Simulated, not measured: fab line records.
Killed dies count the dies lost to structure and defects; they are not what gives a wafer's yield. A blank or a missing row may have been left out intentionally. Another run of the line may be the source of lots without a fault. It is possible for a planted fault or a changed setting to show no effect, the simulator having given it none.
fab line records	flow nand_harc
record lots=13	wafers=39	last_day=24
route steps=1159 shown A_M1@1052 A_BONDPAD@1073 THIN_TSV@1139 END@1159
lots that met no fault: taken from a fault-free run of the same line
start_h: start of the lot's first displayed wafer, in hours after the record's first day	wait_h: time in hours since the lot's previous step	" identical to the entry in the row above	L1.1+2: one row covering several wafers at once	- no value, or no start was given	* or withheld: withheld	< > ~ a bound
route shown NAME@n: names a module that has steps shown in the file, with the first one's number in the route	usual: mean and standard deviation over wafers with no fault	same: alike in all rows	chamber/n: place in a boat	sites: per-site readings	_std_site: standard deviation of those values	_edge_site: outer sites' mean less inner sites'	radius_mm: for every site, how far away it sits from the centre of the wafer	mask NAME#n: copy n	behind: the tool/chamber that last shaped the wafer	hold: the reason the lot was held/the length of the hold in hours/how it ended	device: which transistor (n, p or np) failed to switch	end of line: the same wafers' tests at the end of the route	a step given without rows: its recipe and nothing more	killed: the dies lost at the first sort to structure and to defects; this is not the yield of the wafer	map: a wafer's dies, marking killed ones x, the rest . and places with no die _
set.NAME: the setting the step ran with; set.NAME@STEP: the setting that earlier step ran with	model.NAME: the simulator's own value behind a step, which no gauge read
the route's steps for a sample of lots (tables are steps, rows are wafers)
services: a tool's chamber out of use, with start hour (start_h, from the record's first day; less than 0 if before it), hours out, and reason
## steps
# step NHARC_A_M1_CMP_23
# recipe t_overpolish_s=20	target_thk_nm=154.34
# usual motor_current_A=12.9/1.6	time_to_endpoint_s=29.5/1.9
lot.wafer	tool	chamber	start_h	wait_h	motor_current_A	time_to_endpoint_s
L287.2	cmp-04	1	408.40	-	14.7	28.4
L287.5	"	2	"	"	11.0	30.2
L287.6	"	3	"	"	11.1	32.2
L285.3	cmp-04	2	411.48	-	11.4	29.3
L285.2	"	3	"	"	11.9	27.7
L285.6	"	2	"	"	12.0	28.8
L290.2	cmp-04	3	414.31	-	11.9	25.3
L290.3	"	0	"	"	15.2	26.2
L290.6	"	3	"	"	11.0	29.2
L289.3	cmp-04	1	417.31	-	14.7	30.3
L289.4	"	2	"	"	11.6	29.1
L289.5	"	1	"	"	15.2	28.4
L292.2	cmp-03	0	439.39	-	15.2	31.7
L292.1	"	1	"	"	14.1	32.5
L292.6	"	3	"	"	13.4	33.2
L295.1	cmp-03	2	462.97	-	10.9	29.2
L295.5	"	2	"	"	10.3	28.9
L295.6	"	3	"	"	13.4	30.6
L296.1	cmp-04	2	478.26	-	11.1	31.7
L296.5	"	2	"	"	11.8	30.3
L296.6	"	3	"	"	11.7	28.2
L297.3	cmp-02	0	479.26	-	12.0	29.0
L297.2	"	2	"	"	11.5	29.1
L297.5	"	3	"	"	13.4	27.2
L298.3	cmp-04	2	486.49	-	11.7	28.9
L298.2	"	1	"	"	14.8	30.6
L298.5	"	2	"	"	11.8	29.6
L302.1	cmp-03	3	500.60	-	13.8	31.8
L302.6	"	2	"	"	10.6	31.1
L302.5	"	3	"	"	13.1	32.0
L301.3	cmp-04	1	501.52	-	14.6	29.4
L301.1	"	2	"	"	11.7	29.2
L301.5	"	0	"	"	15.1	28.1
L304.2	cmp-04	3	506.71	-	11.6	28.2
L304.3	"	0	"	"	14.9	26.9
L304.6	"	3	"	"	11.9	28.9
L305.3	cmp-04	1	521.76	-	14.2	29.5
L305.1	"	3	"	"	11.6	30.8
L305.5	"	1	"	"	15.4	28.6
# step NHARC_A_BONDPAD_OVL_MEAS_35
# usual overlay_x_nm=-1/7.3	overlay_y_nm=0/4.9
lot.wafer	tool	chamber	start_h	wait_h	overlay_x_nm	overlay_y_nm
L287.2	overlay-02	-	410.88	-	-1	2
L287.5	"	-	"	"	-2	2
L287.6	"	-	"	"	-1	2
L285.2	overlay-01	-	413.99	-	-2	2
L285.3	"	-	"	"	-1	1
L285.6	"	-	"	"	-1	2
L290.2	overlay-02	-	416.82	-	-4	-10
L290.3	"	-	"	"	-5	-10
L290.6	"	-	"	"	-4	-10
L289.3	overlay-01	-	419.68	-	13	4
L289.4	"	-	"	"	13	4
L289.5	"	-	"	"	13	4
L292.1	overlay-02	-	441.86	-	-11	-1
L292.2	"	-	"	"	-11	-1
L292.6	"	-	"	"	-11	-1
L295.1	overlay-02	-	465.59	-	-6	0
L295.5	"	-	"	"	-6	0
L295.6	"	-	"	"	-6	0
L296.1	overlay-01	-	481.42	-	5	-9
L296.5	"	-	"	"	5	-9
L296.6	"	-	"	"	5	-8
L297.2	overlay-02	-	481.77	-	15	-2
L297.3	"	-	"	"	15	-3
L297.5	"	-	"	"	15	-2
L298.2	overlay-02	-	489.04	-	-5	-13
L298.3	"	-	"	"	-5	-13
L298.5	"	-	"	"	-5	-12
L302.1	overlay-01	-	503.22	-	-14	7
L302.5	"	-	"	"	-13	8
L302.6	"	-	"	"	-13	7
L301.1	overlay-02	-	504.41	-	-5	4
L301.3	"	-	"	"	-5	4
L301.5	"	-	"	"	-5	4
L304.2	overlay-02	-	509.16	-	3	0
L304.3	"	-	"	"	3	0
L304.6	"	-	"	"	3	0
L305.1	overlay-01	-	524.32	-	-1	0
L305.3	"	-	"	"	-1	0
L305.5	"	-	"	"	-1	0
# step NHARC_A_BONDPAD_DEGAS_25
# recipe temp_c=300	time_s=60
# usual heater_power_w=462/50
lot.wafer	tool	chamber	start_h	wait_h	heater_power_w
L287.2	pvd_sputter-02	-	412.00	-	446
L287.6	"	-	"	"	424
L287.5	"	-	"	"	470
L285.3	pvd_sputter-03	-	415.08	-	476
L285.2	"	-	"	"	586
L285.6	"	-	"	"	476
L290.2	pvd_sputter-02	-	418.01	-	436
L290.3	"	-	"	"	453
L290.6	"	-	"	"	442
L289.3	pvd_sputter-03	-	420.75	-	449
L289.4	"	-	"	"	484
L289.5	"	-	"	"	455
L292.1	pvd_sputter-02	-	443.03	-	463
L292.2	"	-	"	"	412
L292.6	"	-	"	"	443
L295.1	pvd_sputter-01	-	466.67	-	414
L295.5	"	-	"	"	545
L295.6	"	-	"	"	427
L296.1	pvd_sputter-03	-	482.54	-	421
L296.5	"	-	"	"	418
L296.6	"	-	"	"	454
L297.2	pvd_sputter-01	-	482.94	-	411
L297.3	"	-	"	"	546
L297.5	"	-	"	"	521
L298.2	pvd_sputter-01	-	490.12	-	430
L298.3	"	-	"	"	423
L298.5	"	-	"	"	426
L302.1	pvd_sputter-03	-	504.36	-	424
L302.6	"	-	"	"	580
L302.5	"	-	"	"	499
L301.1	pvd_sputter-03	-	505.62	-	423
L301.3	"	-	"	"	456
L301.5	"	-	"	"	512
L304.3	pvd_sputter-03	-	510.27	-	453
L304.2	"	-	"	"	506
L304.6	"	-	"	"	573
L305.1	pvd_sputter-01	-	525.98	-	544
L305.3	"	-	"	"	443
L305.5	"	-	"	"	531
# step NHARC_THIN_TSV_PVD_24
# recipe target_thk_a=8000	power_w=withheld	chamber_pressure_pa=withheld	substrate_temp_c=withheld	time_s=withheld	gas=Ar	material=Al
lot.wafer	tool	chamber	start_h	wait_h
L287.2+5+6	pvd_sputter-03	-	429.71	0.2
L285.3+2+6	pvd_sputter-01	-	436.13	0.2
L290.3+2+6	pvd_sputter-02	-	438.27	0.2
L289.3+4+5	pvd_sputter-01	-	442.85	0.1
L292.1+2+6	pvd_sputter-02	-	465.56	0.2
L295.1+6+5	pvd_sputter-01	-	488.04	0.1
L297.2+3+5	pvd_sputter-03	-	505.66	0.2
L296.1+5+6	pvd_sputter-03	-	506.54	0.1
L298.3+2+5	pvd_sputter-02	-	509.35	0.2
L302.1+5+6	pvd_sputter-02	-	528.84	0.1
L301.1+3+5	pvd_sputter-01	-	531.17	0.1
L304.2+3+6	pvd_sputter-01	-	533.27	0.1
L305.1+3+5	pvd_sputter-01	-	546.98	0.3
# step NHARC_END_SORT_01
# recipe temp_c=25
# usual defect_limited_yield=95.8/1.2	killed_at_array=24/7.4	killed_at_other=0.5/0.81	killed_at_periphery=3.4/2.3	killed_dies=28/8	killed_open=3.4/1.8	killed_short=2.0/1.4	sort_bin_2_pct=1.3/0.54	sort_bin_3_pct=0.23/0.2	sort_bin_4_pct=2.7/0.77	sort_n_pass=649/8	sort_rim_yield_pct=94.2/2.7	sort_yield_pct=95.8/1.2
# same gross_dies=677	sort_bin_5_pct[%]=0	sort_bin_6_pct[%]=0	sort_bin_7_pct[%]=0	sort_bin_8_pct[%]=0	sort_rim_n_gross=106.00
lot.wafer	tool	chamber	start_h	wait_h	hold	defect_limited_yield[%]	killed_at_array	killed_at_other	killed_at_periphery	killed_dies	killed_open	killed_short	sort_bin_2_pct[%]	sort_bin_3_pct[%]	sort_bin_4_pct[%]	sort_n_pass	sort_rim_yield_pct[%]	sort_yield_pct[%]
L287.2	prober-02	0	442.93	2.8	-	96.0	24	0	3	27	5	1	0.9	0.15	3.0	650	95.3	96.0
L287.5	prober-02	0	445.34	3.7	-	95.6	23	2	5	30	3	0	1.8	0.30	2.4	647	93.4	95.6
L287.6	prober-02	0	446.14	4.0	-	96.3	21	2	2	25	5	0	1.0	0	2.7	652	98.1	96.3
L285.2	prober-01	0	450.78	2.8	-	96.5	19	2	3	24	5	0	0.9	0.15	2.5	653	94.3	96.5
L285.3	prober-01	0	451.57	3.1	-	97.2	10	4	5	19	8	2	0.7	0	2.1	658	95.3	97.2
L285.6	prober-01	0	453.93	3.9	-	96.8	20	2	0	22	5	2	0.7	0	2.5	655	98.1	96.8
L290.2	prober-02	0	458.46	2.8	-	96.5	21	0	3	24	2	2	0.6	0	3.0	653	91.5	96.5
L290.3	prober-02	0	459.26	3.1	-	96.0	23	0	4	27	4	1	0.7	0.15	3.1	650	90.6	96.0
L290.6	prober-02	0	461.65	4.0	-	97.6	14	0	2	16	3	1	0.4	0	1.9	661	94.3	97.6
L289.3	prober-01	0	459.32	3.1	-	97.0	20	0	0	20	3	2	0.7	0.30	1.9	657	94.3	97.0
L289.4	prober-01	0	460.13	3.4	-	97.2	18	1	0	19	4	0	0.7	0.15	1.9	658	93.4	97.2
L289.5	prober-01	0	460.93	3.7	-	96.8	20	1	1	22	2	1	1.3	0	1.9	655	93.4	96.8
L292.1	prober-02	0	475.28	2.5	-	94.5	33	0	4	37	6	1	1.9	0.15	3.4	640	89.6	94.5
L292.2	prober-02	0	476.06	2.8	-	96.2	25	0	1	26	3	2	1.0	0	2.8	651	93.4	96.2
L292.6	prober-02	0	479.21	3.9	-	97.5	16	0	1	17	2	2	0.7	0.44	1.3	660	93.4	97.5
L295.1	prober-01	0	497.45	2.5	-	94.5	30	0	7	37	3	1	2.4	0.30	2.8	640	95.3	94.5
L295.5	prober-01	0	500.69	3.7	-	95.1	24	0	9	33	5	2	1.5	0.44	3.0	644	95.3	95.1
L295.6	prober-01	0	501.49	4.0	-	95.0	27	0	7	34	4	2	2.1	0.30	2.7	643	93.4	95.0
L297.2	prober-02	0	517.92	2.8	await_dispo/5.3h/release	0	17	655	5	677	2	1	0.9	96.75	2.4	0	0	0
L297.3	prober-02	0	518.70	3.1	await_dispo/5.3h/release	96.5	15	0	9	24	5	1	1.5	0.30	1.8	653	97.2	96.5
L297.5	prober-02	0	520.26	3.6	await_dispo/5.3h/release	96.3	20	2	3	25	5	4	1.3	0.30	2.1	652	96.2	96.3
L298.2	prober-01	0	517.97	2.8	-	95.4	24	0	7	31	5	2	0.7	0.30	3.5	646	96.2	95.4
L298.3	prober-01	0	518.77	3.1	-	96.3	23	0	2	25	6	2	0.7	0.30	2.7	652	92.5	96.3
L298.5	prober-01	0	520.38	3.7	-	95.7	27	0	2	29	5	1	0.9	0.30	3.1	648	94.3	95.7
L296.1	prober-02	0	524.86	2.5	await_dispo/6.7h/release	0	15	662	0	677	3	1	0.9	97.78	1.3	0	0	0
L296.5	prober-02	0	528.07	3.7	await_dispo/6.7h/release	0	16	660	1	677	2	2	0.7	97.49	1.8	0	0	0
L296.6	prober-02	0	528.87	4.0	await_dispo/6.7h/release	96.9	20	0	1	21	0	2	0.4	0.44	2.2	656	94.3	96.9
L302.1	prober-01	0	538.29	2.5	-	94.5	30	2	5	37	5	5	1.8	0.44	3.2	640	94.3	94.5
L302.5	prober-01	0	541.47	3.7	-	96.0	24	1	2	27	3	1	0.7	0.15	3.1	650	92.5	96.0
L302.6	prober-01	0	542.27	4.0	-	95.9	26	0	2	28	1	1	1.0	0.44	2.7	649	93.4	95.9
L301.1	prober-02	0	538.34	2.5	-	95.4	26	0	5	31	5	1	1.3	0.15	3.1	646	95.3	95.4
L301.3	prober-02	0	539.95	3.1	-	95.1	28	0	5	33	1	3	0.9	0.44	3.5	644	96.2	95.1
L301.5	prober-02	0	541.57	3.7	-	95.0	27	1	6	34	4	3	1.5	0.44	3.1	643	95.3	95.0
L304.2	prober-02	0	547.02	2.8	-	93.6	34	0	9	43	3	2	0.7	1.18	4.4	634	91.5	93.6
L304.3	prober-02	0	547.81	3.1	-	95.0	28	0	6	34	4	3	1.8	0.59	2.7	643	88.7	95.0
L304.6	prober-02	0	550.20	4.0	-	95.7	22	0	7	29	3	0	1.9	0.15	2.2	648	93.4	95.7
L305.1	prober-01	0	561.63	2.5	-	96.2	22	0	4	26	4	0	1.3	0.15	2.4	651	97.2	96.2
L305.3	prober-01	0	563.23	3.1	-	96.6	19	1	3	23	7	1	1.2	0	2.2	654	96.2	96.6
L305.5	prober-01	0	564.84	3.7	-	96.5	21	0	3	24	2	2	1.5	0	2.1	653	99.1	96.5
# killed by level:class
L287.2 A_SLIT:chamber_film_flake=8 A_CONTACT:chamber_film_flake=6 A_WL_FILL:chamber_film_flake=2 P_GATE:geometric_particle:open=1 P_CONTACT:geometric_particle:open=1 A_CHANNEL_FILL_D1:geometric_particle:short=1 A_CHANNEL_FILL_D1:geometric_particle:open=1 A_CONTACT:geometric_particle:open=1
L287.5 A_SLIT:chamber_film_flake=9 P_ZERO_WELL:chamber_film_flake=4 A_CONTACT:chamber_film_flake=4 A_WL_FILL:chamber_film_flake=3 A_ZERO_WELL:chamber_film_flake=2 A_CHANNEL_HOLE_D1:chamber_film_flake=2 P_CONTACT:geometric_particle:open=1 A_CHANNEL_HOLE_D1:geometric_particle:open=1
L287.6 A_SLIT:chamber_film_flake=8 A_WL_FILL:chamber_film_flake=3 A_CHANNEL_HOLE_D1:chamber_film_flake=2 A_STAIRCASE:chamber_film_flake=2 A_CONTACT:chamber_film_flake=2 P_GATE:geometric_particle:open=1 A_CHANNEL_HOLE_D1:geometric_particle:open=1 A_CONTACT:geometric_particle:open=1
L285.2 A_CONTACT:chamber_film_flake=4 A_SLIT:chamber_film_flake=3 A_ZERO_WELL:chamber_film_flake=2 A_CHANNEL_HOLE_D1:chamber_film_flake=2 A_WL_FILL:chamber_film_flake=2 A_BLC:chamber_film_flake=2 THIN_TSV:chamber_film_flake=2 P_STI:geometric_particle:open=1
L285.3 THIN_TSV:chamber_film_flake=4 P_M1:geometric_particle:open=2 A_BLC:geometric_particle:open=2 A_CHANNEL_HOLE_D1:chamber_film_flake=2 A_BLC:chamber_film_flake=2 P_GATE:geometric_particle:open=1 P_GATE:geometric_particle:short=1 A_ONON_D1:geometric_particle:open=1
L285.6 A_CHANNEL_HOLE_D1:chamber_film_flake=6 A_CONTACT:geometric_particle:open=2 A_ZERO_WELL:chamber_film_flake=2 A_WL_FILL:chamber_film_flake=2 A_CONTACT:chamber_film_flake=2 THIN_TSV:chamber_film_flake=2 A_ONON_D1:geometric_particle:open=1 A_ONON_D1:geometric_particle:short=1
L290.2 A_SGD_CUT:chamber_film_flake=6 A_CHANNEL_HOLE_D1:chamber_film_flake=3 A_SLIT:chamber_film_flake=3 A_CONTACT:chamber_film_flake=3 P_ZERO_WELL:chamber_film_flake=2 A_SOURCE_PLATE:geometric_particle:open=1 A_CHANNEL_FILL_D1:geometric_particle:open=1 A_WL_FILL:geometric_particle:short=1
L290.3 A_SLIT:chamber_film_flake=10 A_CONTACT:chamber_film_flake=5 A_CHANNEL_FILL_D1:geometric_particle:open=2 P_ZERO_WELL:chamber_film_flake=2 A_CHANNEL_HOLE_D1:chamber_film_flake=2 P_M0:geometric_particle:open=1 A_WL_FILL:geometric_particle:open=1 A_CONTACT:geometric_particle:short=1
L289.3 A_CHANNEL_HOLE_D1:chamber_film_flake=7 A_CONTACT:chamber_film_flake=5 A_CONTACT:geometric_particle:open=2 A_STAIRCASE:chamber_film_flake=2 A_CHANNEL_FILL_D1:geometric_particle:open=1 A_CHANNEL_FILL_D1:geometric_particle:short=1 A_STAIRCASE:geometric_particle:short=1 A_CHANNEL_FILL_D1:chamber_film_flake=1
L289.4 A_CHANNEL_HOLE_D1:chamber_film_flake=5 A_CONTACT:chamber_film_flake=5 A_CONTACT:geometric_particle:open=2 A_SGD_CUT:geometric_particle:open=1 A_BLC:geometric_particle:open=1 A_ZERO_WELL:chamber_film_flake=1 A_STAIRCASE:chamber_film_flake=1 A_SLIT:chamber_film_flake=1
L289.5 A_CONTACT:chamber_film_flake=9 A_CHANNEL_HOLE_D1:chamber_film_flake=8 P_GATE:geometric_particle:open=1 A_ONON_D1:geometric_particle:short=1 A_CONTACT:geometric_particle:open=1 A_ZERO_WELL:chamber_film_flake=1 THIN_TSV:chamber_film_flake=1
L290.6 A_SLIT:chamber_film_flake=5 A_STAIRCASE:chamber_film_flake=2 A_CONTACT:chamber_film_flake=2 P_M0:geometric_particle:open=1 A_SOURCE_PLATE:geometric_particle:open=1 A_WL_FILL:geometric_particle:short=1 A_CONTACT:geometric_particle:open=1 P_GATE:chamber_film_flake=1
L292.1 A_CHANNEL_HOLE_D1:chamber_film_flake=15 A_SLIT:chamber_film_flake=11 A_STAIRCASE:chamber_film_flake=4 P_CONTACT:geometric_particle:open=2 P_M0:geometric_particle:open=1 P_M2:geometric_particle:open=1 A_CHANNEL_HOLE_D1:geometric_particle:open=1 A_SGD_CUT:geometric_particle:short=1
L292.2 A_CHANNEL_HOLE_D1:chamber_film_flake=9 A_SLIT:chamber_film_flake=8 A_STAIRCASE:chamber_film_flake=2 A_CONTACT:chamber_film_flake=2 P_CONTACT:geometric_particle:open=1 A_CHANNEL_FILL_D1:geometric_particle:short=1 A_CHANNEL_FILL_D1:geometric_particle:open=1 A_CONTACT:geometric_particle:short=1
L292.6 A_SLIT:chamber_film_flake=7 A_CHANNEL_HOLE_D1:chamber_film_flake=5 P_M1:geometric_particle:short=1 A_SGD_CUT:geometric_particle:short=1 A_CONTACT:geometric_particle:open=1 A_M0:geometric_particle:open=1 A_CONTACT:chamber_film_flake=1
L295.1 A_SLIT:chamber_film_flake=12 P_ZERO_WELL:chamber_film_flake=5 A_CONTACT:chamber_film_flake=5 A_CHANNEL_HOLE_D1:chamber_film_flake=4 A_WL_FILL:chamber_film_flake=4 A_CONTACT:geometric_particle:open=2 A_STAIRCASE:chamber_film_flake=2 P_GATE:geometric_particle:short=1
L295.5 A_SLIT:chamber_film_flake=10 A_CHANNEL_HOLE_D1:chamber_film_flake=4 A_CONTACT:chamber_film_flake=4 P_ZERO_WELL:chamber_film_flake=3 P_GATE:geometric_particle:open=1 P_CONTACT:geometric_particle:short=1 P_M1:geometric_particle:open=1 A_CHANNEL_FILL_D1:geometric_particle:open=1
L295.6 A_SLIT:chamber_film_flake=12 P_ZERO_WELL:chamber_film_flake=5 A_CHANNEL_HOLE_D1:chamber_film_flake=3 A_STAIRCASE:chamber_film_flake=3 A_CONTACT:geometric_particle:open=2 A_WL_FILL:chamber_film_flake=2 A_CHANNEL_FILL_D1:geometric_particle:open=1 A_WL_FILL:geometric_particle:short=1
L297.2 THIN_TSV:area_pvd=654 A_WL_FILL:chamber_film_flake=5 P_ZERO_WELL:chamber_film_flake=4 A_CHANNEL_HOLE_D1:chamber_film_flake=4 A_STAIRCASE:chamber_film_flake=2 A_CONTACT:chamber_film_flake=2 A_ONON_D1:geometric_particle:open=1 A_WL_FILL:geometric_particle:short=1
L298.2 A_CHANNEL_HOLE_D1:chamber_film_flake=8 A_CONTACT:chamber_film_flake=8 P_ZERO_WELL:chamber_film_flake=5 A_STAIRCASE:chamber_film_flake=3 P_CONTACT:geometric_particle:open=2 A_ONON_D1:geometric_particle:open=1 A_CHANNEL_FILL_D1:geometric_particle:short=1 A_WL_FILL:geometric_particle:open=1
L297.3 P_ZERO_WELL:chamber_film_flake=5 A_CHANNEL_HOLE_D1:chamber_film_flake=5 A_WL_FILL:chamber_film_flake=3 P_M1:chamber_film_flake=2 A_STAIRCASE:chamber_film_flake=2 P_CONTACT:geometric_particle:open=1 A_ONON_D1:geometric_particle:open=1 A_CHANNEL_FILL_D1:geometric_particle:open=1
L298.3 A_CHANNEL_HOLE_D1:chamber_film_flake=6 A_CONTACT:chamber_film_flake=6 A_STAIRCASE:chamber_film_flake=3 P_M0:geometric_particle:short=1 A_ONON_D1:geometric_particle:open=1 A_STAIRCASE:geometric_particle:open=1 A_CHANNEL_FILL_D1:geometric_particle:open=1 A_WL_FILL:geometric_particle:short=1
L297.5 A_CHANNEL_HOLE_D1:chamber_film_flake=4 A_STAIRCASE:chamber_film_flake=4 A_CONTACT:geometric_particle:open=3 P_ZERO_WELL:chamber_film_flake=3 A_WL_FILL:chamber_film_flake=3 A_STAIRCASE:geometric_particle:short=1 A_SGD_CUT:geometric_particle:short=1 A_SLIT:geometric_particle:open=1
L298.5 A_CHANNEL_HOLE_D1:chamber_film_flake=18 A_CONTACT:chamber_film_flake=3 A_CONTACT:geometric_particle:open=2 P_GATE:chamber_film_flake=2 A_CHANNEL_FILL_D1:geometric_particle:open=1 A_SGD_CUT:geometric_particle:open=1 A_WL_FILL:geometric_particle:short=1 A_M0:geometric_particle:open=1
L296.1 THIN_TSV:area_pvd=661 A_CHANNEL_HOLE_D1:chamber_film_flake=6 A_STAIRCASE:chamber_film_flake=3 A_CONTACT:chamber_film_flake=3 A_M0:geometric_particle:open=2 A_CONTACT:geometric_particle:open=1 STARTING-WAFER:geometric_particle:short=1
L296.5 THIN_TSV:area_pvd=660 A_CHANNEL_HOLE_D1:chamber_film_flake=9 A_STAIRCASE:chamber_film_flake=3 A_WL_FILL:geometric_particle:short=2 A_CHANNEL_FILL_D1:geometric_particle:open=1 A_M1:geometric_particle:open=1 P_ZERO_WELL:chamber_film_flake=1
L296.6 A_CHANNEL_HOLE_D1:chamber_film_flake=9 A_STAIRCASE:chamber_film_flake=6 A_CONTACT:chamber_film_flake=2 A_CHANNEL_FILL_D1:geometric_particle:short=1 A_M0:geometric_particle:short=1 P_M2:chamber_film_flake=1 A_ZERO_WELL:chamber_film_flake=1
L302.1 A_CHANNEL_HOLE_D1:chamber_film_flake=17 A_CONTACT:chamber_film_flake=4 P_GATE:geometric_particle:open=2 A_ONON_D1:geometric_particle:short=2 P_ZERO_WELL:chamber_film_flake=2 A_CHANNEL_HOLE_D1:geometric_particle:open=1 A_CHANNEL_FILL_D1:geometric_particle:short=1 A_STAIRCASE:geometric_particle:open=1
L301.1 A_SLIT:chamber_film_flake=9 A_STAIRCASE:chamber_film_flake=4 A_CONTACT:chamber_film_flake=4 P_GATE:chamber_film_flake=3 A_CONTACT:geometric_particle:open=2 A_BLC:geometric_particle:open=2 A_CHANNEL_HOLE_D1:chamber_film_flake=2 A_M1:chamber_film_flake=2
L301.3 A_SLIT:chamber_film_flake=13 A_STAIRCASE:chamber_film_flake=5 P_GATE:chamber_film_flake=4 A_CHANNEL_HOLE_D1:chamber_film_flake=3 A_CONTACT:chamber_film_flake=2 A_ONON_D1:geometric_particle:short=1 A_CHANNEL_FILL_D1:geometric_particle:short=1 A_WL_FILL:geometric_particle:short=1
L302.5 A_CHANNEL_HOLE_D1:chamber_film_flake=10 A_CONTACT:chamber_film_flake=5 A_STAIRCASE:chamber_film_flake=3 A_M0:geometric_particle:open=2 P_STI:chamber_film_flake=2 A_ONON_D1:geometric_particle:open=1 A_CONTACT:geometric_particle:short=1 A_ZERO_WELL:chamber_film_flake=1
L301.5 A_SLIT:chamber_film_flake=15 P_GATE:chamber_film_flake=4 A_STAIRCASE:chamber_film_flake=3 P_M0:geometric_particle:open=2 A_M1:chamber_film_flake=2 A_SOURCE_PLATE:geometric_particle:short=1 A_ONON_D1:geometric_particle:short=1 A_CHANNEL_FILL_D1:geometric_particle:open=1
L302.6 A_CHANNEL_HOLE_D1:chamber_film_flake=15 A_CONTACT:chamber_film_flake=4 P_STI:chamber_film_flake=2 A_SGD_CUT:chamber_film_flake=2 A_ONON_D1:geometric_particle:open=1 A_WL_FILL:geometric_particle:short=1 A_STAIRCASE:chamber_film_flake=1 A_BLC:chamber_film_flake=1
L304.2 A_CHANNEL_HOLE_D1:chamber_film_flake=15 P_GATE:chamber_film_flake=8 A_SLIT:chamber_film_flake=6 A_CONTACT:chamber_film_flake=5 A_STAIRCASE:chamber_film_flake=3 P_M0:geometric_particle:open=1 A_SOURCE_PLATE:geometric_particle:short=1 A_ONON_D1:geometric_particle:short=1
L304.3 A_SLIT:chamber_film_flake=8 A_CHANNEL_HOLE_D1:chamber_film_flake=7 P_GATE:chamber_film_flake=4 A_STAIRCASE:chamber_film_flake=4 A_CONTACT:chamber_film_flake=4 A_ONON_D1:geometric_particle:short=2 P_CONTACT:geometric_particle:short=1 P_M0:geometric_particle:open=1
L304.6 A_SLIT:chamber_film_flake=8 A_CONTACT:chamber_film_flake=5 A_CHANNEL_HOLE_D1:chamber_film_flake=4 P_STI:chamber_film_flake=3 A_STAIRCASE:chamber_film_flake=3 P_GATE:chamber_film_flake=2 P_CONTACT:geometric_particle:open=1 P_M2:geometric_particle:open=1
L305.1 A_CHANNEL_HOLE_D1:chamber_film_flake=10 A_STAIRCASE:chamber_film_flake=5 A_M0:geometric_particle:open=2 P_CONTACT:chamber_film_flake=2 A_SLIT:chamber_film_flake=2 A_CONTACT:chamber_film_flake=2 P_STI:geometric_particle:open=1 A_CHANNEL_HOLE_D1:geometric_particle:open=1
L305.3 A_CHANNEL_HOLE_D1:chamber_film_flake=5 A_CONTACT:chamber_film_flake=4 A_M0:chamber_film_flake=3 P_CONTACT:geometric_particle:open=2 A_CONTACT:geometric_particle:open=2 A_M0:geometric_particle:open=2 A_SOURCE_PLATE:geometric_particle:open=1 P_CONTACT:chamber_film_flake=1
L305.5 A_CONTACT:chamber_film_flake=12 P_STI:chamber_film_flake=3 A_CHANNEL_HOLE_D1:chamber_film_flake=3 A_M1:geometric_particle:short=2 A_CONTACT:geometric_particle:open=1 A_M0:geometric_particle:open=1 A_STAIRCASE:chamber_film_flake=1 A_SLIT:chamber_film_flake=1
## services
tool	chamber	start_h	hours	kind
pvd_sputter-02	-	396.29	10.0	pm
cmp-04	-	399.08	4.0	pm
cmp-04	-	403.08	-	consumable_replace:conditioner
cmp-04	-	403.08	-	consumable_replace:pad
cmp-02	-	422.97	4.0	pm
pvd_sputter-01	-	437.04	1.4	repair
cmp-03	-	450.16	4.0	pm
cmp-03	-	454.16	-	consumable_replace:conditioner
cmp-03	-	454.16	-	consumable_replace:pad
pvd_sputter-03	-	458.00	10.0	pm
cmp-02	-	495.07	2.7	repair
cmp-04	-	497.19	4.0	pm
cmp-04	-	501.19	-	consumable_replace:conditioner
cmp-04	-	501.19	-	consumable_replace:pad
cmp-04	-	502.11	1.0	repair
pvd_sputter-01	-	503.72	3.3	repair
cmp-02	-	508.23	1.6	repair
pvd_sputter-01	-	514.01	10.0	pm
cmp-02	-	521.11	4.0	pm
cmp-02	-	525.11	-	consumable_replace:conditioner
cmp-02	-	525.11	-	consumable_replace:pad
cmp-04	-	537.42	2.9	repair
pvd_sputter-02	-	541.73	32.2	repair
## key
first_sign step=NHARC_END_SORT_01	reading=killed_at_other	direction=up	sigmas=99+	usual=0.5	struck=659
effect step=NHARC_END_SORT_01	reading=sort_bin_3_pct	direction=up	sigmas=99+	usual=0.23	struck=97.34
more_kills_born_at NHARC_THIN_TSV_PVD_24@pvd_sputter-03=1975
met_at NHARC_THIN_TSV_PVD_24
struck_lots L296,L297
struck_wafers L296.1,L296.5,L297.2
later_rows_left_out L296.1,L296.5,L297.2
not_acting_at NHARC_A_M1_CMP_23,NHARC_A_BONDPAD_OVL_MEAS_35,NHARC_A_BONDPAD_DEGAS_25
onset_between 429.71 505.66
fault kind=process_parameter_drift	tool=pvd_sputter-03	chamber=-	onset_h=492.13	steps=NHARC_THIN_TSV_PVD_24	channel=target_thk_a	offset=*	shape=step	end_h=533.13	acts_in=*	stated=*	scope=struck_wafers_only
# later_rows_left_out: the simulator's readings of these wafers behind a module that went badly wrong aren't trusted and aren't shown, but for the sort
